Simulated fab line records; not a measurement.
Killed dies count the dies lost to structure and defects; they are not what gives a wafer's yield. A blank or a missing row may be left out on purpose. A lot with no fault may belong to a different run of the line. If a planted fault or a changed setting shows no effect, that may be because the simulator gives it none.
fab line records ; flow n5_finfet
[record] lots = 9; wafers = 26; last_day = 17
route steps=1938 shown BEOL_M0@746 BEOL_M1@768 BEOL_M4@1111 PASSIVATION@1936
lots untouched by any fault: they come from a run of this same line in which no faults occurred
start_h: the number of hours between the record's first day and the start of the first shown wafer of the lot ; wait_h: time in hours since the lot's previous step ; " unchanged from the row above ; L1.1+2: several wafers, shown together as one row ; - no value, or no start given ; * or withheld: withheld ; < > ~ a bound
route shown NAME@n: a module of which the file shows steps, and the number in the route of the first ; usual: the fault-free wafers' mean and standard deviation ; same: alike in all rows ; chamber/n: place in a boat ; sites: each site's reading ; _std_site: standard deviation across them ; _edge_site: mean of outer sites minus mean of inner sites ; radius_mm: for every site, how far away it sits from the centre of the wafer ; mask NAME#n: copy n ; behind: the last tool/chamber to shape the wafer ; hold: why the lot went on hold/how many hours it stayed there/how the hold came to an end ; device: names the non-switching transistor (n, p or np) ; end of line: tests of these same wafers at the route's end ; where a step has no rows: the recipe by itself ; killed: not the wafer's yield, but the dies lost to structure and defects at the first sort ; map: a wafer's dies, marking killed ones x, the rest . and places with no die _
set.NAME: setting as actually run; set.NAME@STEP: the setting as run at that earlier step ; model.NAME: the simulator's own value behind a step, which no gauge read
the route's steps for a sample of lots (tables are steps, rows are wafers)
services: a tool's chamber out of use, with start hour (start_h, from the record's first day; less than 0 if before it), hours out, and reason
[[steps]]
[step N5_BEOL_M0_CO_CAP_123]
[recipe] material = Co; target_thk_a = 20; temp_c = 200; precursor = CCTBA/H2; pressure_torr = 30; time_s = 102.1
[usual] heater_power_w = 238/24
lot.wafer;tool;chamber;start_h;wait_h;heater_power_w
L115.2;cvd_co-02;2;127.08;0.0;221
L115.5;cvd_co-02;0;127.08;0.0;248
L116.2;cvd_co-01;1;127.50;0.0;276
L116.5;cvd_co-01;2;127.50;0.0;206
L116.6;cvd_co-01;1;127.50;0.0;280
L123.1;cvd_co-01;0;168.92;0.0;227
L123.4;cvd_co-01;0;168.92;0.0;222
L123.5;cvd_co-01;1;168.92;0.0;279
L122.1;cvd_co-01;1;170.02;0.0;275
L122.4;cvd_co-01;1;170.02;0.0;277
L122.5;cvd_co-01;2;170.02;0.0;217
L126.3;cvd_co-02;1;196.37;0.0;232
L126.4;cvd_co-02;0;196.37;0.0;253
L126.5;cvd_co-02;2;196.37;0.0;227
L127.3;cvd_co-02;1;201.14;0.0;230
L127.4;cvd_co-02;0;201.14;0.0;250
L127.6;cvd_co-02;2;201.14;0.0;227
L129.1;cvd_co-02;0;202.10;0.0;247
L129.4;cvd_co-02;1;202.10;0.0;228
L129.5;cvd_co-02;0;202.10;0.0;251
L136.1;cvd_co-01;0;247.25;0.0;223
L136.3;cvd_co-01;1;247.25;0.0;272
L136.6;cvd_co-01;1;247.25;0.0;266
L138.1;cvd_co-01;1;259.49;0.0;273
L138.2;cvd_co-01;2;259.49;0.0;217
L138.3;cvd_co-01;0;259.49;0.0;222
[step N5_BEOL_M1_ETCH_74]
[recipe] chemistry = N2/H2; target = underlayer; target_depth_a = 65; mask_material = CAR-EUV; time_s = 5.2; ion_energy_ev = 200; pressure_mtorr = 30; source_w = 840; bias_w = 150; n2_flow_sccm = 200; h2_flow_sccm = 200; ends = cleared
[usual] bias_w = 150.0/0.46; drypump_motor_current_A = 5.9/0.36; etch_rf_on_time_s = 5.13/0.23; oes_product_au = 0.68/0.067; rf_fwd_power_W = 819.4/2.5; rf_vpp_V = 523/3.1; showerhead_plenum_p_Torr = 2.51/0.11; throttle_valve_pct = 17.79/0.3
lot.wafer;tool;chamber;start_h;wait_h;bias_w;drypump_motor_current_A;etch_rf_on_time_s;oes_product_au;rf_fwd_power_W;rf_hours_counter_h;rf_vpp_V;showerhead_plenum_p_Torr;throttle_valve_pct
L115.2;rie_diel-05;2;131.10;0.0;150.4;6.0;5.17;0.67;822.2;120;519;2.36;17.60
L115.5;rie_diel-05;3;131.10;0.0;150.0;5.9;5.40;0.65;822.7;-;527;2.66;18.15
L116.2;rie_diel-02;0;131.27;0.0;149.1;5.2;5.29;0.65;822.9;138;524;2.53;17.67
L116.5;rie_diel-02;3;131.27;0.0;149.8;6.2;5.00;0.74;816.5;-;524;2.46;17.53
L116.6;rie_diel-02;2;131.27;0.0;150.4;5.7;5.32;0.73;819.6;-;529;2.71;17.99
L123.1;rie_diel-05;2;170.41;0.0;149.5;6.0;5.11;0.65;822.5;133;517;2.35;17.61
L123.4;rie_diel-05;0;170.41;0.0;150.1;5.5;4.81;0.78;822.4;56;521;2.47;17.37
L123.5;rie_diel-05;0;170.41;0.0;150.3;5.5;4.83;0.78;822.0;-;521;2.47;17.36
L122.1;rie_diel-02;1;171.87;0.0;149.8;6.0;4.90;0.62;817.8;195;517;2.39;17.74
L122.4;rie_diel-02;0;171.87;0.0;151.2;5.2;5.22;0.64;820.4;151;523;2.52;17.68
L122.5;rie_diel-02;2;171.87;0.0;149.6;5.7;5.35;0.71;816.8;-;528;2.71;18.01
L126.3;rie_diel-02;0;198.67;0.0;149.6;5.3;5.18;0.63;820.0;160;525;2.52;17.70
L126.4;rie_diel-02;1;198.67;0.0;149.4;6.0;4.95;0.61;818.1;204;523;2.38;17.74
L126.5;rie_diel-02;1;198.67;0.0;149.2;6.0;4.89;0.62;826.1;-;521;2.38;17.76
L127.3;rie_diel-05;3;202.76;0.0;150.0;6.0;5.54;0.63;815.8;157;526;2.65;18.20
L127.4;rie_diel-05;0;202.76;0.0;150.5;5.5;4.84;0.77;817.2;65;523;2.46;17.38
L127.6;rie_diel-05;0;202.76;0.0;149.7;5.5;4.86;0.76;822.2;-;520;2.47;17.37
L129.1;rie_diel-05;2;204.48;0.0;150.2;6.0;5.15;0.65;818.4;142;517;2.35;17.65
L129.4;rie_diel-05;3;204.48;0.0;150.4;5.9;5.46;0.64;817.7;157;527;2.65;18.18
L129.5;rie_diel-05;0;204.48;0.0;149.9;5.5;4.78;0.77;817.4;-;522;2.46;17.40
L136.1;rie_diel-02;3;248.59;0.0;149.8;6.2;4.94;0.71;828.6;95;522;2.44;17.60
L136.3;rie_diel-02;1;248.59;0.0;150.3;6.0;4.84;0.60;816.3;219;519;2.38;17.75
L136.6;rie_diel-02;0;248.59;0.0;150.0;5.3;5.15;0.62;816.3;-;523;2.51;17.72
L138.1;rie_diel-06;2;263.11;0.0;150.2;5.6;5.28;0.62;818.5;174;523;2.66;17.90
L138.2;rie_diel-06;1;263.11;0.0;149.4;5.7;5.18;0.60;816.1;240;520;2.40;18.16
L138.3;rie_diel-06;3;263.11;0.0;149.8;6.5;4.91;0.79;821.8;34;523;2.49;17.38
[step N5_BEOL_M1_ETCH_64]
[recipe] chemistry = N2/H2; target = SOC; target_depth_a = 750; overetch_a = 150; mask_material = SiARC; temp_c = 40; time_s = 112.5; ion_energy_ev = 200; pressure_mtorr = 30; source_w = 840; bias_w = 150; n2_flow_sccm = 200; h2_flow_sccm = 200
[usual] bias_w = 150.0/0.49; drypump_motor_current_A = 5.9/0.36; oes_product_au = 0.62/0.059; rf_fwd_power_W = 836.8/2.6; rf_vpp_V = 523/3; showerhead_plenum_p_Torr = 2.51/0.11; throttle_valve_pct = 17.76/0.29
lot.wafer;tool;chamber;start_h;wait_h;bias_w;drypump_motor_current_A;oes_product_au;rf_fwd_power_W;rf_hours_counter_h;rf_vpp_V;showerhead_plenum_p_Torr;throttle_valve_pct
L115.2;rie_diel-05;2;131.15;0.0;150.4;6.0;0.61;836.6;120;518;2.36;17.55
L115.5;rie_diel-05;3;131.15;0.0;150.5;6.0;0.62;834.6;-;528;2.66;18.10
L116.2;rie_diel-02;0;131.31;0.0;150.9;5.3;0.60;840.1;138;525;2.53;17.64
L116.5;rie_diel-02;3;131.31;0.0;150.2;6.2;0.67;833.8;-;522;2.46;17.50
L116.6;rie_diel-02;2;131.31;0.0;149.6;5.7;0.68;836.6;-;528;2.71;17.95
L123.1;rie_diel-05;2;170.46;0.0;149.0;6.0;0.61;836.7;134;519;2.35;17.58
L123.4;rie_diel-05;0;170.46;0.0;149.4;5.5;0.69;837.3;56;523;2.47;17.31
L123.5;rie_diel-05;0;170.46;0.0;149.6;5.5;0.69;841.8;-;524;2.47;17.31
L122.1;rie_diel-02;1;171.91;0.0;149.7;6.0;0.55;840.3;195;520;2.39;17.68
L122.4;rie_diel-02;0;171.91;0.0;150.4;5.3;0.59;840.1;151;524;2.52;17.64
L122.5;rie_diel-02;2;171.91;0.0;150.3;5.7;0.67;833.8;-;529;2.71;17.95
L126.3;rie_diel-02;0;198.72;0.0;150.3;5.2;0.59;838.3;160;524;2.52;17.67
L126.4;rie_diel-02;1;198.72;0.0;150.8;6.0;0.55;839.7;204;521;2.38;17.70
L126.5;rie_diel-02;1;198.72;0.0;149.9;6.0;0.55;834.4;-;519;2.38;17.71
L127.3;rie_diel-05;3;202.80;0.0;110.1;5.9;0.61;833.0;157;432;2.65;18.16
L127.4;rie_diel-05;0;202.80;0.0;109.9;5.5;0.69;837.3;65;430;2.47;17.34
L127.6;rie_diel-05;0;202.80;0.0;110.1;5.5;0.68;835.6;-;430;2.46;17.35
L129.1;rie_diel-05;2;204.53;0.0;110.5;6.0;0.60;833.6;142;426;2.35;17.60
L129.4;rie_diel-05;3;204.53;0.0;110.5;5.9;0.61;836.9;157;434;2.65;18.13
L129.5;rie_diel-05;0;204.53;0.0;110.3;5.5;0.67;836.7;-;428;2.46;17.34
L136.1;rie_diel-02;3;248.64;0.0;149.7;6.2;0.64;836.0;95;521;2.44;17.56
L136.3;rie_diel-02;1;248.64;0.0;149.4;6.0;0.54;838.3;219;520;2.38;17.74
L136.6;rie_diel-02;0;248.64;0.0;151.0;5.3;0.58;839.8;-;524;2.51;17.68
L138.1;rie_diel-06;2;263.15;0.0;150.0;5.6;0.58;839.8;174;527;2.66;17.87
L138.2;rie_diel-06;1;263.15;0.0;149.1;5.7;0.55;829.1;240;519;2.40;18.14
L138.3;rie_diel-06;3;263.15;0.0;150.1;6.4;0.70;839.7;35;521;2.49;17.36
[step N5_BEOL_M1_HM_OPEN_17]
[recipe] chemistry = Cl2/BCl3; target_depth_a = 200; overetch_a = 60; target = TiN; mask_material = SOC; ion_energy_ev = 150; pressure_mtorr = 10; icp_w = 1000; bias_w = 126; Cl2_flow_sccm = 53.25; bcl3_flow_sccm = 21.75; Ar_flow_sccm = 25
[usual] bcl3_flow_sccm = 21.76/0.06; drypump_motor_current_A = 5.8/0.45; he_backside_leak_sccm = 3.30/0.19; oes_product_au = 0.66/0.1; rf_fwd_power_W = 991/3.9; throttle_valve_pct = 21.8/0.34
lot.wafer;tool;chamber;start_h;wait_h;bcl3_flow_sccm;drypump_motor_current_A;he_backside_leak_sccm;oes_product_au;rf_fwd_power_W;rf_hours_counter_h;throttle_valve_pct
L115.2;rie_metal-01;1;131.32;0.0;21.78;5.3;3.28;0.68;992;34;21.9
L115.5;rie_metal-01;0;131.32;0.0;21.71;5.8;3.26;0.75;996;-;21.5
L116.2;rie_metal-03;0;131.48;0.0;21.71;6.2;3.27;0.52;987;128;22.2
L116.5;rie_metal-03;1;131.48;0.0;21.69;6.2;3.57;0.52;990;-;22.4
L116.6;rie_metal-03;0;131.48;0.0;21.70;6.2;2.97;0.51;989;-;22.2
L123.1;rie_metal-03;1;170.63;0.0;21.70;6.2;3.60;0.52;987;134;22.4
L123.4;rie_metal-03;0;170.63;0.0;21.68;6.2;3.22;0.52;987;-;22.2
L123.5;rie_metal-03;1;170.63;0.0;21.69;6.2;3.73;0.52;983;-;22.4
L122.1;rie_metal-01;1;172.08;0.0;21.64;5.2;2.96;0.67;992;38;21.9
L122.4;rie_metal-01;0;172.08;0.0;21.78;5.8;3.33;0.73;995;-;21.5
L122.5;rie_metal-01;0;172.08;0.0;21.77;5.8;3.40;0.74;992;-;21.5
L126.3;rie_metal-01;0;198.91;0.1;21.76;5.8;3.13;0.73;994;-;21.5
L126.4;rie_metal-01;1;198.91;0.1;21.68;5.3;3.31;0.66;997;-;22.0
L126.5;rie_metal-01;1;198.91;0.1;21.70;5.3;3.30;0.67;997;-;22.0
L127.3;rie_metal-01;1;203.00;0.1;21.70;5.3;3.14;0.66;991;-;22.0
L127.4;rie_metal-01;0;203.00;0.1;21.76;5.8;3.33;0.73;994;-;21.5
L127.6;rie_metal-01;0;203.00;0.1;21.74;5.8;3.31;0.73;995;-;21.5
L129.1;rie_metal-03;0;204.69;0.0;21.83;6.2;3.47;0.51;992;136;22.2
L129.4;rie_metal-03;0;204.69;0.0;21.76;6.2;3.51;0.51;994;-;22.2
L129.5;rie_metal-03;0;204.69;0.0;21.81;6.2;3.51;0.52;990;-;22.2
L136.1;rie_metal-01;0;248.80;0.0;21.75;5.8;3.25;0.72;995;27;21.5
L136.3;rie_metal-01;0;248.80;0.0;21.81;5.8;3.27;0.71;997;-;21.5
L136.6;rie_metal-01;1;248.80;0.0;21.74;5.3;2.95;0.64;991;-;22.0
L138.1;rie_metal-02;0;263.32;0.0;21.78;5.9;3.02;0.72;989;24;21.5
L138.2;rie_metal-02;1;263.32;0.0;21.89;5.0;3.26;0.65;991;43;21.6
L138.3;rie_metal-02;0;263.32;0.0;21.69;5.9;3.02;0.71;992;-;21.4
[step N5_BEOL_M4_RC_MEAS_101]
[usual] DIBL_N = 36.2/2; DIBL_P = 36.1/2.4; IOFF_N = 0.16/0.035; IOFF_P = 0.22/0.041; ION_N = 675/14; ION_P = 465/8.6; SS_N = 71.5/0.64; SS_P = 73.2/0.76; VT_N = 250/3.9; VT_P = -249/3.4
lot.wafer;tool;chamber;start_h;wait_h;DIBL_N[mV/V];DIBL_P[mV/V];IOFF_N[nA/um];IOFF_P[nA/um];ION_N[uA/um];ION_P[uA/um];SS_N[mV/dec];SS_P[mV/dec];VT_N[mV];VT_P[mV]
L115.2;prober-02;0;175.05;0.2;38.0;37.1;0.19;0.23;692;470;72.1;73.5;247;-248
L115.5;prober-02;0;175.05;0.2;38.1;37.0;0.19;0.22;686;465;71.9;73.8;249;-252
L116.2;prober-01;0;191.76;0.2;34.7;37.9;0.14;0.24;670;471;70.7;73.3;253;-247
L116.5;prober-01;0;191.76;0.2;35.5;37.3;0.15;0.23;667;460;71.5;73.1;252;-249
L116.6;prober-01;0;191.76;0.2;35.6;38.7;0.15;0.26;663;470;71.1;74.4;251;-245
L123.1;prober-01;0;213.22;0.0;35.8;36.1;0.17;0.22;674;459;72.0;72.8;245;-247
L123.4;prober-01;0;213.22;0.0;39.0;40.3;0.22;0.29;679;463;72.3;73.5;248;-244
L123.5;prober-01;0;213.22;0.0;36.4;37.6;0.18;0.25;686;467;70.7;74.2;248;-245
L122.1;prober-01;0;225.70;0.0;38.1;38.1;0.19;0.27;684;475;71.7;73.3;246;-244
L122.4;prober-01;0;225.70;0.0;35.5;34.8;0.14;0.23;669;472;71.5;72.6;253;-249
L122.5;prober-01;0;225.70;0.0;39.5;39.4;0.23;0.31;694;474;72.5;74.0;246;-245
L126.3;prober-01;0;245.55;0.3;38.2;39.7;0.21;0.33;696;486;71.9;73.6;245;-240
L126.4;prober-01;0;245.55;0.3;35.1;34.7;0.14;0.23;664;467;71.1;73.7;249;-247
L126.5;prober-01;0;245.55;0.3;32.3;31.9;0.10;0.18;664;468;70.6;70.9;255;-249
L127.3;prober-02;0;256.79;0.3;34.5;37.1;0.17;0.26;700;483;71.5;73.2;245;-246
L127.4;prober-02;0;256.79;0.3;37.8;40.2;0.21;0.30;692;479;72.4;73.9;248;-243
L127.6;prober-02;0;256.79;0.3;36.8;39.5;0.19;0.29;701;482;71.1;73.4;248;-244
L129.1;prober-01;0;262.25;0.0;38.9;38.2;0.21;0.26;693;479;72.0;73.1;242;-246
L129.4;prober-01;0;262.25;0.0;39.1;38.8;0.21;0.28;697;473;71.6;74.4;247;-244
L129.5;prober-01;0;262.25;0.0;36.9;34.9;0.16;0.22;672;459;71.2;74.1;247;-249
L136.1;prober-02;0;295.93;0.0;35.1;34.5;0.12;0.15;673;450;70.5;73.3;255;-255
L136.3;prober-02;0;295.93;0.0;39.0;38.9;0.17;0.20;664;453;72.7;74.4;254;-252
L136.6;prober-02;0;295.93;0.0;39.5;40.1;0.18;0.21;679;456;72.6;73.8;256;-253
L138.1;prober-01;0;314.81;0.0;36.4;36.3;0.15;0.18;654;446;71.6;73.3;257;-255
L138.2;prober-01;0;314.81;0.0;36.0;36.5;0.14;0.18;671;454;71.5;73.3;254;-254
L138.3;prober-01;0;314.81;0.0;33.9;33.8;0.12;0.16;669;458;70.8;71.7;254;-256
[step N5_PASSIVATION_PROBE_49]
[usual] defect_limited_yield = 91.1/1.4; killed_at_M0_to_M3 = 36/9.9; killed_at_M4_up = 13/5.8; killed_at_contacts = 14/5.9; killed_at_front_end = 39/11; killed_at_other = 3.4/2.9; killed_dies = 105/17; killed_open = 70/13; killed_short = 34/7.3; sort_bin_4_leakage = 0.00/0.0072; sort_bin_5_function = 5.3/1; sort_bin_6_memory = 3.3/0.62; sort_n_pass = 1075/17; sort_yield_pct = 91.1/1.4
[same] gross_dies = 1180; killed_at_back_side = 0; sort_bin_8_speed[%] = 0
lot.wafer;tool;chamber;start_h;wait_h;defect_limited_yield[%];killed_at_M0_to_M3;killed_at_M4_up;killed_at_contacts;killed_at_front_end;killed_at_other;killed_dies;killed_open;killed_short;sort_bin_4_leakage[%];sort_bin_5_function[%];sort_bin_6_memory[%];sort_n_pass;sort_yield_pct[%]
L115.2;prober-02;-;292.06;0.1;90.3;37;18;18;40;2;115;77;36;0;5.8;3.3;1065;90.3
L115.5;prober-02;-;292.21;0.2;91.6;26;16;12;44;1;99;72;24;0;5.5;2.5;1081;91.6
L122.1;prober-02;-;327.84;0.0;92.5;32;8;17;25;7;89;65;24;0;4.3;2.8;1091;92.5
L122.4;prober-02;-;327.99;0.2;92.9;39;8;10;25;2;84;63;21;0;4.2;2.5;1096;92.9
L122.5;prober-02;-;328.04;0.2;91.9;42;14;7;31;2;96;65;31;0;4.9;3.1;1084;91.9
L127.3;prober-02;-;355.19;0.1;91.5;37;9;12;40;2;100;72;27;0;4.7;3.5;1080;91.5
L127.4;prober-02;-;355.24;0.2;91.5;37;16;7;38;2;100;61;38;0;5.0;3.1;1080;91.5
L127.6;prober-02;-;355.34;0.3;93.5;23;9;5;38;2;77;49;28;0;3.8;2.6;1103;93.5
L136.1;prober-01;-;400.45;0.0;91.9;34;11;15;36;0;96;65;28;0;4.7;2.9;1084;91.9
L136.3;prober-01;-;400.55;0.1;91.4;37;16;21;25;2;101;66;34;0;4.8;3.5;1079;91.4
L136.6;prober-01;-;400.70;0.3;91.1;45;15;17;26;2;105;68;36;0;5.4;3.2;1075;91.1
// killed by level:class
L115.2 MOL_CONTACT_COAG:geometric_particle:open=16 BEOL_M2:geometric_particle:open=9 FIN_SAQP:geometric_particle:open=8 FIN_SAQP:geometric_particle:short=8 BEOL_M4:geometric_particle:open=8 BEOL_M1:geometric_particle:open=7 BEOL_M3:geometric_particle:open=7 GATE_CUT:geometric_particle:short=6
L115.5 MOL_CONTACT_COAG:geometric_particle:open=11 DUMMY_GATE:geometric_particle:open=10 BEOL_M4:geometric_particle:open=9 STI_FIN_REVEAL:geometric_particle:open=8 BEOL_M0_SAQP:geometric_particle:open=6 BEOL_M0_SAQP:geometric_particle:short=5 BEOL_M3:geometric_particle:open=5 FIN_SAQP:geometric_particle:open=4
L122.1 MOL_CONTACT_COAG:geometric_particle:open=14 BEOL_M2:geometric_particle:open=9 STI_FIN_REVEAL:geometric_particle:open=7 BEOL_M0_SAQP:geometric_particle:open=6 BEOL_M3:geometric_particle:open=6 BEOL_M1:geometric_particle:open=5 BEOL_M4:geometric_particle:open=4 PASS1_CAP:geometric_particle:short=4
L122.4 BEOL_M2:geometric_particle:open=16 BEOL_M0_SAQP:geometric_particle:open=10 STI_FIN_REVEAL:geometric_particle:open=8 MOL_CONTACT_COAG:geometric_particle:open=8 FIN_SAQP:geometric_particle:short=7 BEOL_M1:geometric_particle:open=4 BEOL_M4:geometric_particle:open=4 FIN_SAQP:geometric_particle:open=3
L122.5 BEOL_M0_SAQP:geometric_particle:short=13 BEOL_M0_SAQP:geometric_particle:open=11 DUMMY_GATE:geometric_particle:open=10 BEOL_M4:geometric_particle:open=8 STI_FIN_REVEAL:geometric_particle:open=6 BEOL_M1:geometric_particle:open=6 MOL_CONTACT_COAG:geometric_particle:open=5 GATE_CUT:geometric_particle:open=4
L127.3 STI_FIN_REVEAL:geometric_particle:open=19 BEOL_M0_SAQP:geometric_particle:open=14 MOL_CONTACT_COAG:geometric_particle:open=10 FIN_SAQP:geometric_particle:open=8 BEOL_M0_SAQP:geometric_particle:short=7 BEOL_M2:geometric_particle:open=6 GATE_CUT:geometric_particle:short=5 FIN_SAQP:geometric_particle:short=3
L127.4 BEOL_M0_SAQP:geometric_particle:open=17 BEOL_M4:geometric_particle:open=11 BEOL_M0_SAQP:geometric_particle:short=10 FIN_SAQP:geometric_particle:short=8 BEOL_M3:geometric_particle:short=7 FIN_SAQP:geometric_particle:open=6 STI_FIN_REVEAL:geometric_particle:open=6 GATE_CUT:geometric_particle:short=5
L127.6 STI_FIN_REVEAL:geometric_particle:open=12 BEOL_M0_SAQP:geometric_particle:open=11 FIN_SAQP:geometric_particle:short=9 BEOL_M0_SAQP:geometric_particle:short=7 MOL_CONTACT_COAG:geometric_particle:open=5 FIN_SAQP:geometric_particle:open=4 GATE_CUT:geometric_particle:short=4 STI_FIN_REVEAL:geometric_particle:short=3
L136.1 MOL_CONTACT_COAG:geometric_particle:open=11 STI_FIN_REVEAL:geometric_particle:open=9 BEOL_M0_SAQP:geometric_particle:short=8 FIN_SAQP:geometric_particle:open=7 GATE_CUT:geometric_particle:open=7 BEOL_M3:geometric_particle:open=7 BEOL_M2:geometric_particle:open=6 FIN_SAQP:geometric_particle:short=4
L136.3 MOL_CONTACT_COAG:geometric_particle:open=14 BEOL_M0_SAQP:geometric_particle:short=13 STI_FIN_REVEAL:geometric_particle:open=7 MOL_CONTACT_COAG:geometric_particle:short=7 BEOL_M2:geometric_particle:open=7 BEOL_M4:geometric_particle:open=7 FIN_SAQP:geometric_particle:open=5 BEOL_M3:geometric_particle:open=5
L136.6 MOL_CONTACT_COAG:geometric_particle:open=15 BEOL_M0_SAQP:geometric_particle:short=12 BEOL_M1:geometric_particle:open=10 BEOL_M0_SAQP:geometric_particle:open=7 FIN_SAQP:geometric_particle:short=6 FIN_SAQP:geometric_particle:open=5 BEOL_M3:geometric_particle:open=5 BEOL_M4:geometric_particle:open=4
[[services]]
tool;chamber;start_h;hours;kind
rie_diel-06;3;114.49;7.7;repair
cvd_co-02;1;114.67;-;clean
cvd_co-02;1;114.67;22.0;scheduled_down
cvd_co-02;1;114.67;22.0;vent_cycle
rie_diel-06;3;122.23;-;clean
rie_diel-06;3;122.23;-;consumable_replace:focus_ring
rie_diel-06;3;122.23;20.7;scheduled_down
rie_diel-06;3;122.23;20.7;vent_cycle
rie_diel-05;1;130.42;3.7;repair
rie_metal-02;-;141.79;1.4;pm
rie_metal-03;1;187.47;-;clean
rie_metal-03;1;187.47;24.5;scheduled_down
rie_metal-03;1;187.47;24.5;vent_cycle
cvd_co-02;-;189.79;0.3;repair
rie_diel-02;3;192.97;4.2;repair
rie_metal-03;0;211.96;-;clean
rie_metal-03;0;211.96;26.1;scheduled_down
rie_metal-03;0;211.96;26.1;vent_cycle
rie_metal-02;-;212.04;0.4;repair
cvd_co-02;-;214.59;2.8;pm
rie_diel-02;2;230.43;75.0;repair
rie_diel-02;-;257.21;15.6;pm
rie_diel-05;0;261.54;19.9;repair
[[key]]
[first_sign] step = N5_BEOL_M1_ETCH_64; reading = bias_w; direction = down; sigmas = 82; usual = *; struck = *
[effect] step = N5_BEOL_M1_ETCH_64; reading = rf_vpp_V; direction = down; sigmas = 31; usual = 523; struck = 430
met_at N5_BEOL_M1_ETCH_64
struck_lots L127,L129
not_acting_at N5_BEOL_M0_CO_CAP_123,N5_BEOL_M1_ETCH_74,N5_BEOL_M1_HM_OPEN_17
onset_between 170.46 202.80
[fault] kind = process_parameter_drift; tool = rie_diel-05; chamber = -; onset_h = 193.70; steps = N5_BEOL_M1_ETCH_64; channel = bias_w; offset = *; shape = step; end_h = 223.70; acts_in = *; stated = *
